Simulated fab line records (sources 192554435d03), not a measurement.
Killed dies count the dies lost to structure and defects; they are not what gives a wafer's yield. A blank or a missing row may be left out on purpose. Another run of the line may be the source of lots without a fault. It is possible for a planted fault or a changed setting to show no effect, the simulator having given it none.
fab line records	flow n5Finfet
[record] lots = 14	wafers = 42	lastDay = 17
route steps=1938 shown GATE_CUT@493 BEOL_M4@1111
lots untouched by any fault: they come from a run of this same line in which no faults occurred
startH: hours from the record's first day to the start of the lot's first wafer shown	waitH: how many hours have passed since the lot's step before this one	" repeats the value in the row above	L1.1+2: one row covering several wafers at once	- no value present, or no start provided	* or withheld: withheld	< > ~ a bound
route shown NAME@n: NAME is a module with steps in the file, n the number in the route of the first one	usual: mean/standard deviation of fault-free wafers	same: alike in all rows	chamber/n: place in a boat	sites: each site's reading	_std_site: the values' standard deviation	_edge_site: mean of outer sites minus mean of inner sites	radiusMm: how far each site lies from the wafer's centre	mask NAME#n: copy n	behind: tool/chamber where the wafer was last shaped	hold: the reason the lot was held/the length of the hold in hours/how it ended	device: the n, p or np transistor that did not switch	end of line: tests of these same wafers at the route's end	where a step has no rows: the recipe by itself	killed: the dies lost at the first sort to structure and to defects; this is not the yield of the wafer	map: a wafer's dies, marking killed ones x, the rest . and places with no die _
set.NAME: the setting as run; set.NAME@STEP: as run at that earlier step	model.NAME: the simulator's own value behind a step, which no gauge read
one table for each step of the route and one row for each wafer, over a sample of lots
services: a tool's chamber out of use, with start hour (startH, from the record's first day; less than 0 if before it), hours out, and reason
[[steps]]
[step N5_GATE_CUT_ETCH_37]
[recipe] chemistry = N2/H2	target = SOC	targetDepthA = 600	overetchA = 120	maskMaterial = SiARC	tempC = 40	timeS = 90	ionEnergyEv = 200	pressureMtorr = 30	sourceW = 840	biasW = 150	n2FlowSccm = 200	h2FlowSccm = 200
[usual] drypumpMotorCurrentA = 5.8/0.42	h2FlowSccm = 200.1/0.64	oesProductAu = 0.72/0.078	rfFwdPowerW = 834/3.1	rfVppV = 524.8/2.6	showerheadPlenumPTorr = 2.58/0.089	throttleValvePct = 17.81/0.27
lot.wafer	tool	chamber	startH	waitH	drypumpMotorCurrentA	h2FlowSccm	oesProductAu	rfFwdPowerW	rfHoursCounterH	rfVppV	showerheadPlenumPTorr	throttleValvePct
L717.3	rieDiel-06	3	81.18	0.0	5.9	201.5	0.78	837	49	528.0	2.70	17.59
L717.4	"	1	"	"	6.2	200.7	0.61	831	248	523.9	2.60	17.80
L717.5	"	1	"	"	6.2	200.2	0.60	830	-	524.4	2.60	17.79
L718.2	rieDiel-06	3	94.41	0.0	5.8	201.0	0.78	832	55	528.7	2.69	17.60
L718.3	"	2	"	"	5.2	200.2	0.84	832	11	525.9	2.59	17.68
L718.5	"	2	"	"	5.2	200.2	0.84	832	-	525.7	2.59	17.68
L719.2	rieDiel-06	0	97.08	0.0	6.0	200.5	0.62	836	214	522.4	2.51	17.97
L719.4	"	3	"	"	5.9	200.3	0.78	832	-	527.9	2.69	17.60
L719.6	"	2	"	"	5.2	200.0	0.83	828	-	523.5	2.59	17.69
L720.2	rieDiel-03	3	103.25	0.0	5.4	199.9	0.62	836	224	521.8	2.51	18.13
L720.4	"	2	"	"	5.3	199.5	0.70	831	-	520.9	2.47	18.02
L720.5	"	3	"	"	5.4	201.3	0.63	835	-	522.6	2.51	18.13
L721.3	rieDiel-06	3	109.77	0.0	5.9	199.0	0.77	837	-	527.5	2.69	17.61
L721.4	"	2	"	"	5.2	200.7	0.82	834	-	524.8	2.59	17.69
L721.5	"	2	"	"	5.2	200.2	0.82	835	-	525.4	2.59	17.69
L722.1	rieDiel-06	0	117.78	0.0	6.0	199.7	0.61	833	220	523.7	2.51	17.99
L722.2	"	1	"	"	6.2	200.3	0.88	836	1	525.7	2.60	17.39
L722.6	"	3	"	"	5.9	200.5	0.77	840	-	528.6	2.69	17.63
L723.1	rieDiel-03	2	127.37	0.0	5.3	199.8	0.70	832	126	521.9	2.46	18.03
L723.2	"	0	"	"	6.7	199.7	0.86	831	2	522.8	2.50	17.69
L723.5	"	2	"	"	5.3	199.5	0.70	833	-	520.9	2.46	18.04
L725.1	rieDiel-06	2	135.95	0.0	5.2	199.4	0.80	834	28	524.1	2.58	17.72
L725.3	"	1	"	"	6.2	200.9	0.85	832	7	526.3	2.59	17.42
L725.6	"	1	"	"	6.1	200.7	0.85	830	-	525.1	2.59	17.40
L726.2	rieDiel-02	0	138.70	0.0	6.0	199.7	0.77	841	56	527.7	2.69	17.45
L726.3	"	1	"	"	6.2	200.1	0.68	833	-	528.2	2.66	17.46
L726.6	"	1	"	"	6.2	200.0	0.68	837	-	526.2	2.66	17.46
L735.3	rieDiel-03	1	194.84	0.0	6.0	199.1	0.66	835	172	526.7	2.65	18.20
L735.5	"	2	"	"	5.3	199.6	0.68	833	-	521.4	2.45	18.08
L735.6	"	1	"	"	6.0	199.4	0.66	835	-	526.3	2.65	18.22
L736.2	rieDiel-06	2	201.18	0.0	5.2	199.9	0.78	831	44	525.3	2.58	17.72
L736.4	"	3	"	"	5.9	199.1	0.74	830	88	527.4	2.68	17.65
L736.6	"	3	"	"	5.8	199.4	0.74	831	-	526.1	2.68	17.66
L738.2	rieDiel-02	3	211.12	0.0	5.6	199.6	0.82	840	19	527.5	2.71	17.60
L738.4	"	1	"	"	6.3	199.8	0.66	834	161	525.8	2.65	17.50
L738.6	"	2	"	"	6.2	200.0	0.66	839	-	520.2	2.42	18.23
L739.1	rieDiel-06	1	219.80	0.0	6.2	200.6	0.80	838	29	526.8	2.58	17.47
L739.2	"	2	"	"	5.2	200.3	0.78	827	50	522.2	2.58	17.75
L739.6	"	2	"	"	5.2	201.3	0.78	824	-	524.8	2.58	17.75
L740.2	rieDiel-02	1	227.18	0.0	6.2	199.0	0.65	836	168	525.3	2.65	17.53
L740.3	"	3	"	"	5.6	199.8	0.81	839	25	528.1	2.71	17.61
L740.5	"	1	"	"	6.2	199.8	0.66	837	-	526.4	2.65	17.52
[step N5_GATE_CUT_STRIP_42]
[recipe] chemistry = O2	powerW = 400	tempC = 40	pressureMtorr = 30	rfFrequencyHz = 6e+07	biasPowerW = 0	overashFraction = 0.3	o2FlowSccm = 225
[usual] drypumpMotorCurrentA = 5.8/0.42	oesProductAu = 0.80/0.093	rfVppV = 3.7/0.49	showerheadPlenumPTorr = 2.13/0.075	throttleValvePct = 16.62/0.24
lot.wafer	tool	chamber	startH	waitH	drypumpMotorCurrentA	oesProductAu	rfHoursCounterH	rfVppV	showerheadPlenumPTorr	throttleValvePct
L717.3	rieDiel-06	3	81.35	0.0	5.8	0.88	49	3.5	2.23	16.32
L717.4	"	1	"	"	6.1	0.67	248	4.5	2.15	16.70
L717.5	"	1	"	"	6.1	0.67	-	3.8	2.15	16.72
L718.2	rieDiel-06	3	94.57	0.0	5.8	0.86	55	3.9	2.22	16.34
L718.3	"	2	"	"	5.2	0.94	11	4.0	2.15	16.53
L718.5	"	2	"	"	5.2	0.94	-	3.1	2.15	16.52
L719.2	rieDiel-06	0	97.25	0.0	6.0	0.68	214	2.5	2.08	16.82
L719.4	"	3	"	"	5.9	0.87	-	4.5	2.22	16.34
L719.6	"	2	"	"	5.2	0.94	-	4.5	2.15	16.53
L720.2	rieDiel-03	3	103.41	0.0	5.3	0.68	224	3.9	2.07	16.98
L720.4	"	2	"	"	5.3	0.78	-	3.2	2.03	16.71
L720.5	"	3	"	"	5.3	0.68	-	3.4	2.07	17.00
L721.3	rieDiel-06	3	110.00	0.0	5.8	0.85	-	3.6	2.22	16.36
L721.4	"	2	"	"	5.2	0.92	-	4.3	2.15	16.54
L721.5	"	2	"	"	5.2	0.92	-	3.6	2.15	16.55
L722.1	rieDiel-06	0	117.95	0.0	6.0	0.69	220	3.1	2.07	16.84
L722.2	"	1	"	"	6.2	0.99	2	3.2	2.15	16.28
L722.6	"	3	"	"	5.8	0.85	-	4.2	2.22	16.37
L723.1	rieDiel-03	2	127.53	0.0	5.3	0.77	126	3.1	2.02	16.73
L723.2	"	0	"	"	6.6	0.95	2	4.4	2.06	16.47
L723.5	"	2	"	"	5.3	0.77	-	3.6	2.02	16.74
L725.1	rieDiel-06	2	136.12	0.0	5.2	0.90	28	4.7	2.14	16.56
L725.3	"	1	"	"	6.2	0.95	7	4.6	2.15	16.30
L725.6	"	1	"	"	6.2	0.96	-	4.1	2.15	16.29
L726.2	rieDiel-02	0	138.94	0.0	6.1	0.86	56	3.2	2.22	16.32
L726.3	"	1	"	"	6.2	0.76	-	4.7	2.19	16.35
L726.6	"	1	"	"	6.3	0.77	-	3.5	2.19	16.36
L735.3	rieDiel-03	1	195.01	0.0	5.9	0.73	172	3.3	2.18	16.92
L735.5	"	2	"	"	5.3	0.76	-	3.3	2.01	16.77
L735.6	"	1	"	"	5.9	0.74	-	3.9	2.18	16.91
L736.2	rieDiel-06	2	201.35	0.0	5.2	0.87	44	4.2	2.14	16.58
L736.4	"	3	"	"	5.8	0.82	88	4.4	2.21	16.41
L736.6	"	3	"	"	5.9	0.83	-	3.9	2.21	16.41
L738.2	rieDiel-02	3	211.28	0.0	5.6	0.92	20	4.3	2.24	16.50
L738.4	"	1	"	"	6.2	0.74	161	3.5	2.18	16.41
L738.6	"	2	"	"	6.2	0.73	-	4.2	1.99	17.02
L739.1	rieDiel-06	1	219.97	0.0	6.2	0.90	29	4.0	2.14	16.33
L739.2	"	2	"	"	5.2	0.88	50	3.0	2.14	16.61
L739.6	"	2	"	"	5.2	0.87	-	2.8	2.14	16.61
L740.2	rieDiel-02	1	227.34	0.0	6.2	0.74	168	4.2	2.18	16.43
L740.3	"	3	"	"	5.5	0.93	25	3.2	2.24	16.53
L740.5	"	1	"	"	6.2	0.73	-	3.8	2.18	16.41
[step N5_GATE_CUT_CUT_ETCH_54]
[recipe] chemistry = Cl2/BCl3	target = TiN	maskMaterial = SiO2	targetDepthA = 967	pressureMtorr = 10	icpW = 1000	biasW = 126	Cl2_flow_sccm = 53.25	bcl3FlowSccm = 21.75	Ar_flow_sccm = 25	ends = cleared
[usual] drypumpMotorCurrentA = 5.5/0.38	etchRfOnTimeS = 36.6/0.44	heBacksideLeakSccm = 3.44/0.14	oesProductAu = 0.72/0.072	rfFwdPowerW = 980/5.7	throttleValvePct = 22.3/0.37
lot.wafer	tool	chamber	startH	waitH	drypumpMotorCurrentA	etchRfOnTimeS	heBacksideLeakSccm	oesProductAu	rfFwdPowerW	rfHoursCounterH	throttleValvePct
L717.3	rieMetal-02	1	81.58	0.0	5.3	36.6	3.33	0.79	978	-	22.1
L717.4	"	0	"	"	5.5	36.4	3.24	0.71	981	-	21.7
L717.5	"	0	"	"	5.5	36.4	3.20	0.71	988	-	21.7
L718.2	rieMetal-01	1	94.78	0.0	6.1	36.5	3.25	0.77	977	20	22.6
L718.3	"	0	"	"	5.3	36.1	3.57	0.68	974	-	22.1
L718.5	"	1	"	"	6.1	36.5	3.31	0.75	974	-	22.6
L719.2	rieMetal-03	0	97.46	0.0	4.9	37.3	3.75	0.61	983	83	22.8
L719.4	"	1	"	"	5.6	36.7	3.61	0.86	989	-	22.4
L719.6	"	1	"	"	5.6	37.1	3.49	0.85	987	-	22.4
L720.2	rieMetal-02	1	103.62	0.0	5.3	36.0	3.24	0.79	980	14	22.1
L720.4	"	0	"	"	5.5	36.2	3.41	0.71	986	-	21.7
L720.5	"	1	"	"	5.3	36.0	3.18	0.80	974	-	22.1
L721.3	rieMetal-03	1	110.27	0.0	5.6	37.0	3.61	0.84	992	-	22.4
L721.4	"	0	"	"	4.9	37.1	3.44	0.61	982	-	22.9
L721.5	"	1	"	"	5.6	37.0	3.54	0.84	995	-	22.5
L722.1	rieMetal-01	1	118.15	0.0	6.0	36.4	3.35	0.76	978	21	22.6
L722.2	"	0	"	"	5.2	35.9	3.60	0.68	976	58	22.1
L722.6	"	1	"	"	6.1	36.4	3.30	0.75	978	-	22.6
L723.1	rieMetal-02	1	127.74	0.0	5.3	36.2	3.21	0.78	974	16	22.1
L723.2	"	0	"	"	5.5	36.8	3.35	0.70	990	37	21.7
L723.5	"	0	"	"	5.5	36.5	3.28	0.70	988	-	21.7
L725.1	rieMetal-03	0	136.32	0.0	4.9	36.9	3.52	0.60	976	87	22.9
L725.3	"	0	"	"	4.9	37.1	3.48	0.60	977	-	22.9
L725.6	"	1	"	"	5.6	37.1	3.55	0.83	982	-	22.4
L726.2	rieMetal-01	1	139.30	0.1	6.1	36.2	3.22	0.74	975	-	22.6
L726.3	"	1	"	"	6.1	36.4	3.21	0.75	978	-	22.6
L726.6	"	1	"	"	6.1	36.3	3.29	0.75	980	-	22.6
L735.3	rieMetal-02	1	195.24	0.0	5.3	36.3	3.23	0.77	974	-	22.1
L735.5	"	0	"	"	5.5	36.6	3.36	0.68	981	-	21.7
L735.6	"	1	"	"	5.2	36.4	3.15	0.77	978	-	22.2
L736.2	rieMetal-01	0	201.55	0.0	5.2	36.0	3.56	0.67	975	66	22.1
L736.4	"	1	"	"	6.1	36.2	3.38	0.72	974	-	22.6
L736.6	"	1	"	"	6.1	36.7	3.47	0.72	978	-	22.6
L738.2	rieMetal-02	0	211.49	0.0	5.5	37.0	3.40	0.67	987	44	21.8
L738.4	"	0	"	"	5.5	36.5	3.40	0.68	991	-	21.7
L738.6	"	0	"	"	5.5	37.0	3.36	0.67	988	-	21.8
L739.1	rieMetal-01	1	220.18	0.0	6.1	36.9	3.36	0.71	976	33	22.6
L739.2	"	0	"	"	5.3	36.5	3.77	0.66	980	67	22.1
L739.6	"	0	"	"	5.3	36.3	3.58	0.65	973	-	22.1
L740.2	rieMetal-03	1	227.56	0.0	5.6	37.1	3.54	0.78	986	16	22.5
L740.3	"	1	"	"	5.6	37.4	3.61	0.78	985	-	22.5
L740.5	"	1	"	"	5.6	37.5	3.63	0.78	986	-	22.5
[step N5_GATE_CUT_CMP_23]
[recipe] stopOn = SiO2	tOverpolishS = 23.4	postCmpClean = alkalineBrush	downForcePsi = 2.5	platenRpm = 51.8	padVelocityMS = 1.0307	targetThkNm = 16
[usual] edgeZonePressureFrac = 1.000/0.005	headPressurePsi = 2.501/0.0064	motorCurrentA = 9.3/1	overpolishRunS = 23.400/0.0083	platenRpm = 51.81/0.036	timeToEndpointS = 20.2/2
lot.wafer	tool	chamber	startH	waitH	edgeZonePressureFrac	headPressurePsi	motorCurrentA	overpolishRunS	platenRpm	timeToEndpointS
L717.4	cmp-01	1	83.43	0.8	0.995	2.497	12.2	23.399	51.79	18.9
L717.3	"	0	"	"	0.997	2.504	9.4	23.412	51.85	18.9
L717.5	"	2	"	"	1.002	2.507	9.3	23.397	51.85	17.2
L718.2	cmp-02	1	97.04	0.8	1.012	2.499	9.0	23.395	51.80	17.9
L718.3	"	3	"	"	0.988	2.505	9.8	23.399	51.85	20.2
L718.5	"	1	"	"	1.003	2.486	8.9	23.403	51.79	17.0
L719.4	cmp-02	0	99.33	0.8	0.995	2.506	10.1	23.384	51.76	18.8
L719.2	"	2	"	"	0.990	2.499	8.0	23.388	51.84	22.1
L719.6	"	1	"	"	1.001	2.496	9.4	23.401	51.87	18.7
L720.2	cmp-02	1	105.50	0.8	1.003	2.508	9.3	23.394	51.79	19.1
L720.4	"	3	"	"	1.007	2.506	9.6	23.400	51.79	14.1
L720.5	"	2	"	"	1.002	2.507	8.3	23.405	51.81	20.4
L721.4	cmp-01	2	112.25	0.8	1.005	2.505	9.8	23.389	51.82	20.1
L721.3	"	0	"	"	1.006	2.507	9.9	23.416	51.79	20.8
L721.5	"	2	"	"	0.994	2.504	9.7	23.396	51.81	21.8
L722.1	cmp-01	2	120.33	0.8	0.996	2.507	9.7	23.396	51.83	17.8
L722.2	"	0	"	"	0.990	2.503	10.2	23.408	51.81	19.5
L722.6	"	3	"	"	1.008	2.501	8.7	23.410	51.80	18.3
L723.1	cmp-02	2	129.66	0.8	0.998	2.494	8.7	23.397	51.76	21.2
L723.2	"	3	"	"	0.998	2.497	9.5	23.404	51.82	19.2
L723.5	"	2	"	"	0.989	2.498	8.3	23.412	51.72	21.7
L725.3	cmp-02	1	138.28	0.8	1.000	2.507	9.2	23.399	51.90	18.8
L725.1	"	2	"	"	1.006	2.502	8.5	23.403	51.81	21.7
L725.6	"	0	"	"	0.998	2.496	9.9	23.397	51.87	20.1
L726.2	cmp-02	3	141.44	0.8	1.005	2.504	8.7	23.404	51.79	22.2
L726.3	"	0	"	"	0.998	2.501	9.8	23.396	51.75	20.4
L726.6	"	1	"	"	1.000	2.500	9.4	23.396	51.76	21.7
L735.3	cmp-02	3	197.59	0.8	-	-	-	-	-	-
L735.5	"	2	"	"	-	-	-	-	-	-
L735.6	"	3	"	"	-	-	-	-	-	-
L736.4	cmp-01	0	203.47	0.8	-	-	-	-	-	-
L736.2	"	1	"	"	-	-	-	-	-	-
L736.6	"	0	"	"	-	-	-	-	-	-
L738.4	cmp-02	2	213.37	0.8	1.003	2.496	8.4	23.393	51.81	21.8
L738.2	"	3	"	"	1.002	2.498	9.2	23.402	51.83	22.5
L738.6	"	3	"	"	0.995	2.507	9.5	23.396	51.87	24.0
L739.2	cmp-01	1	222.05	0.8	0.997	2.506	12.1	23.404	51.75	16.5
L739.1	"	0	"	"	1.001	2.496	9.2	23.406	51.78	20.9
L739.6	"	1	"	"	0.995	2.504	11.6	23.403	51.81	17.7
L740.2	cmp-04	3	229.50	0.8	1.005	2.488	9.6	23.396	51.82	17.6
L740.3	"	2	"	"	0.992	2.505	9.8	23.420	51.83	19.4
L740.5	"	0	"	"	0.998	2.505	7.4	23.386	51.82	19.4
[step N5_BEOL_M4_RC_MEAS_101]
[usual] DIBL_N = 36.3/1.2	DIBL_P = 36.1/1.6	IOFF_N = 0.161/0.023	IOFF_P = 0.209/0.027	ION_N = 676/8.9	ION_P = 462/5.3	SS_N = 71.5/0.51	SS_P = 73.2/0.5	VT_N = 249.1/2.5	VT_P = -249.9/2.8
lot.wafer	tool	chamber	startH	waitH	DIBL_N[mV/V]	DIBL_P[mV/V]	IOFF_N[nA/um]	IOFF_P[nA/um]	ION_N[uA/um]	ION_P[uA/um]	SS_N[mV/dec]	SS_P[mV/dec]	VT_N[mV]	VT_P[mV]
L717.3	prober-02	0	156.33	0.3	36.5	36.8	0.164	0.203	671	460	71.8	72.7	246.1	-251.8
L717.4	"	0	"	"	35.7	35.0	0.142	0.183	672	457	70.8	73.3	247.2	-253.2
L717.5	"	0	"	"	34.8	33.1	0.129	0.157	667	451	71.7	73.5	250.9	-255.5
L718.2	prober-01	0	176.29	0.2	36.1	35.6	0.155	0.203	683	462	71.5	72.9	248.2	-249.9
L718.3	"	0	"	"	35.8	36.2	0.145	0.211	671	461	70.9	72.7	248.5	-250.4
L718.5	"	0	"	"	37.7	38.1	0.185	0.249	689	471	71.6	73.9	246.0	-247.5
L719.2	prober-01	0	180.05	0.2	36.8	35.5	0.161	0.221	675	463	71.3	73.0	250.1	-248.8
L719.4	"	0	"	"	37.7	35.8	0.174	0.220	674	466	71.2	73.1	250.3	-249.0
L719.6	"	0	"	"	36.8	34.7	0.162	0.213	664	460	71.5	73.5	248.5	-247.3
L720.2	prober-02	0	182.19	0.2	35.7	34.7	0.146	0.190	672	463	71.5	72.8	252.3	-249.1
L720.4	"	0	"	"	34.9	33.4	0.125	0.172	666	457	70.9	72.9	252.6	-253.1
L720.5	"	0	"	"	34.4	33.8	0.125	0.180	667	464	71.1	72.9	252.0	-251.7
L721.3	prober-02	0	185.41	0.3	35.5	34.7	0.126	0.169	658	450	70.6	72.4	250.9	-255.3
L721.4	"	0	"	"	34.8	33.8	0.121	0.164	664	457	69.9	72.7	252.8	-255.6
L721.5	"	0	"	"	36.0	35.1	0.137	0.182	672	459	70.4	72.3	252.8	-254.5
L722.1	prober-02	0	196.58	0.0	37.6	36.7	0.184	0.262	682	471	71.5	73.2	245.7	-246.9
L722.2	"	0	"	"	36.4	36.1	0.168	0.241	686	468	71.5	73.4	247.2	-244.0
L722.6	"	0	"	"	37.9	37.3	0.192	0.272	678	465	71.8	73.4	248.0	-243.8
L723.1	prober-02	0	204.65	0.0	36.5	35.8	0.158	0.203	669	459	71.6	73.5	249.0	-249.5
L723.2	"	0	"	"	37.4	37.8	0.188	0.239	675	459	71.5	73.4	248.5	-247.8
L723.5	"	0	"	"	37.1	37.4	0.198	0.240	683	466	71.6	74.4	248.4	-247.9
L725.1	prober-02	0	206.31	0.0	36.9	34.3	0.153	0.203	670	467	71.5	73.2	249.4	-248.5
L725.3	"	0	"	"	37.7	35.4	0.170	0.221	667	462	71.7	72.8	247.7	-248.0
L725.6	"	0	"	"	36.9	34.6	0.166	0.202	674	459	71.5	72.8	250.3	-252.3
L726.2	prober-01	0	212.82	0.3	33.8	34.7	0.146	0.179	678	463	72.2	72.4	247.6	-253.7
L726.3	"	0	"	"	35.2	36.6	0.172	0.209	687	463	71.7	73.4	244.4	-249.4
L726.6	"	0	"	"	34.6	35.9	0.155	0.190	675	458	71.3	72.8	248.9	-251.1
L738.2	prober-02	0	284.75	0.2	34.3	35.7	0.117	0.192	663	461	71.9	72.9	254.1	-252.3
L738.4	"	0	"	"	35.8	36.9	0.135	0.214	666	463	71.0	73.7	254.6	-249.9
L738.6	"	0	"	"	36.0	37.6	0.138	0.222	673	467	71.6	73.1	254.9	-250.0
L739.1	prober-01	0	294.29	0.0	35.6	36.5	0.161	0.215	666	461	71.9	73.0	249.0	-250.2
L739.2	"	0	"	"	36.1	37.8	0.182	0.238	681	461	71.8	73.9	246.7	-247.1
L739.6	"	0	"	"	36.0	37.2	0.166	0.222	677	462	72.7	73.7	248.1	-251.9
L740.2	prober-01	0	310.37	0.2	37.1	36.4	0.166	0.217	679	465	71.8	73.3	250.1	-246.2
L740.3	"	0	"	"	36.0	35.6	0.143	0.202	674	463	71.9	73.1	250.6	-248.4
L740.5	"	0	"	"	35.0	34.3	0.132	0.178	662	457	71.6	73.4	251.1	-248.6
[[services]]
tool	chamber	startH	hours	kind
rieMetal-01	-	65.02	0.5	repair
rieMetal-01	-	79.58	2.9	repair
cmp-02	-	82.01	6.3	repair
cmp-04	-	87.12	1.4	repair
rieDiel-06	1	87.13	-	clean
rieDiel-06	1	87.13	-	consumableReplace:focusRing
rieDiel-06	0	88.86	4.1	repair
rieDiel-02	1	113.73	15.6	repair
rieDiel-06	2	117.42	1.2	repair
cmp-02	-	132.53	4.0	pm
rieMetal-01	0	134.08	6.0	repair
cmp-04	-	149.07	6.8	pm
rieDiel-02	3	153.75	1.5	repair
cmp-01	-	160.18	2.3	repair
cmp-04	-	164.22	2.1	repair
rieDiel-03	3	164.52	1.7	repair
rieMetal-03	-	166.18	2.2	repair
cmp-04	-	174.93	1.3	repair
rieDiel-06	-	179.18	14.6	pm
rieDiel-02	0	201.01	9.1	repair
cmp-04	-	209.28	0.9	repair
rieDiel-02	2	223.76	6.1	repair
cmp-02	-	227.66	5.5	pm
cmp-01	-	227.77	4.0	pm
[[key]]
[firstSign] step = N5_GATE_CUT_CMP_23	reading = toolRecord	direction = missing
effect none on later readings
metAt N5_GATE_CUT_CMP_23
struckLots L735,L736
laterRowsLeftOut L735.3,L735.5,L735.6,L736.2,L736.4,L736.6
sortLeftOut L735.3,L735.5,L735.6,L736.2,L736.4,L736.6
notActingAt N5_GATE_CUT_ETCH_37,N5_GATE_CUT_STRIP_42,N5_GATE_CUT_CUT_ETCH_54
onsetBetween 141.44 197.59
[fault] kind = skippedStepWhole	tool = cmp-01,cmp-02	chamber = -	onsetH = 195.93	steps = N5_GATE_CUT_CMP_23	scope = struckLotsOnly
// sortLeftOut: the simulated sort isn't trusted on such a fault, so these wafers' sort isn't shown, and their yield isn't known
// laterRowsLeftOut: the simulator's readings of these wafers behind a module that went badly wrong aren't trusted and aren't shown, but for the sort
